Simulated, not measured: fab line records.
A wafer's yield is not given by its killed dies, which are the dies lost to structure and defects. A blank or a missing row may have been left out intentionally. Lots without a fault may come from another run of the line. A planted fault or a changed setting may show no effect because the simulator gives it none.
Matching of chambers	flow nand_harc	pecvd-03 running NHARC_A_M0_PRE_CLEAN_31: 3 sister chambers
The step time 12 s. 14 wafers are shown with their chamber, then 7 later ones without.

EACH WAFER AND ITS CHAMBER
wafer	chamber	heater_power_w (W)	susceptor_temp_C (C)
L365.1	2	699	370.07
L365.3	1	795	370.08
L365.4	2	692	370.25
L378.4	0	602	369.83
L378.5	1	864	369.89
L378.6	2	836	370.08
L380.1	2	718	369.84
L380.4	2	724	370.10
L380.5	1	821	370.10
L384.2	2	676	369.71
L384.3	1	887	369.76
L384.4	1	860	369.59
L382.2	0	594	370.12
L382.4	0	603	369.79

SIGNATURES, as means of the wafers listed above
reading	chamber 0	chamber 1	chamber 2	scatter within a chamber
heater_power_w	599.67	845.40	724.17	44.7
susceptor_temp_C	369.9133	369.8840	370.0083	0.201
Rule: distance of a wafer from a chamber = root of the sum over the readings of ((wafer's reading minus chamber's mean) / reading's scatter) squared. The wafer belongs to the nearest chamber; if the next one is less than 2 further off, it can't be placed. How the scatter is found: for the shown wafers, subtract from each reading the mean of its chamber, square and add these, divide the total by (wafers less chambers), then take the root.

WAFERS WITHOUT THEIR CHAMBER
wafer	heater_power_w (W)	susceptor_temp_C (C)
L382.5	784	369.88
L383.4	837	370.09
L383.5	590	370.27
L383.6	831	370.10
L386.3	771	370.40
L386.4	622	369.84
L386.5	774	370.14

CHAMBER TAKEN BY EACH
wafer	from the rows above	in truth
L382.5	can't be placed: 1 or 2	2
L383.4	can't be placed: 1 or 2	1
L383.5	can't be placed: 0 or 2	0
L383.6	can't be placed: 1 or 2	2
L386.3	can't be placed: 2 or 1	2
L386.4	can't be placed: 0 or 2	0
L386.5	can't be placed: 2 or 1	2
Placed correctly: 0 of 7. Unplaceable from these rows: 7, with the true chamber sitting among the candidates in 7. Number placed wrongly: 0.
